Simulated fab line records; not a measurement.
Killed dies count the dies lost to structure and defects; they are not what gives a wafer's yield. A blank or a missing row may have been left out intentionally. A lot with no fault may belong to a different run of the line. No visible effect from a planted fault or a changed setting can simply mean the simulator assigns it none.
Chamber matching -- flow nand-harc -- NHARC_P_M1_PRE_CLEAN_32 on pecvd-01 has 3 sister chambers
The step time 12 s. 3 wafers are shown with their chamber, then 8 later ones without.

## WAFERS WITH THEIR CHAMBER
wafer,chamber,heater-power-w (W)
L079.6,2,733
L081.4,1,687
L086.4,0,653

## WAFERS WITH NO CHAMBER GIVEN
wafer,heater-power-w (W)
L086.5,705
L086.6,680
L095.1,669
L095.4,655
L095.5,622
L096.2,652
L096.4,671
L096.5,663

## WHICH CHAMBER EACH ONE RAN IN
wafer,from the rows above,in truth
L086.5,can't be placed: 1 or 2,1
L086.6,can't be placed: 1 or 0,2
L095.1,can't be placed: 0 or 1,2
L095.4,can't be placed: 0 or 1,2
L095.5,0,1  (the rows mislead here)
L096.2,0,0
L096.4,can't be placed: 1 or 0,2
L096.5,can't be placed: 0 or 1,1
Correct placement for 1 of the 8. Not placeable from these rows: 6 (in 2, the candidates include the true chamber). Wrongly placed: 1.
How it was worked out, from the rows above alone: a wafer's distance from a chamber is the root of the sum, over the readings, of the square of ((its reading less the chamber's mean) divided by the reading's scatter). The wafer belongs to the nearest chamber; if the next one is less than 2 further off, it can't be placed. A chamber's mean is the mean of its shown wafers. The scatter: with one shown wafer a chamber, the root of the mean of the squares of how far each hidden wafer lies from its nearest shown one.
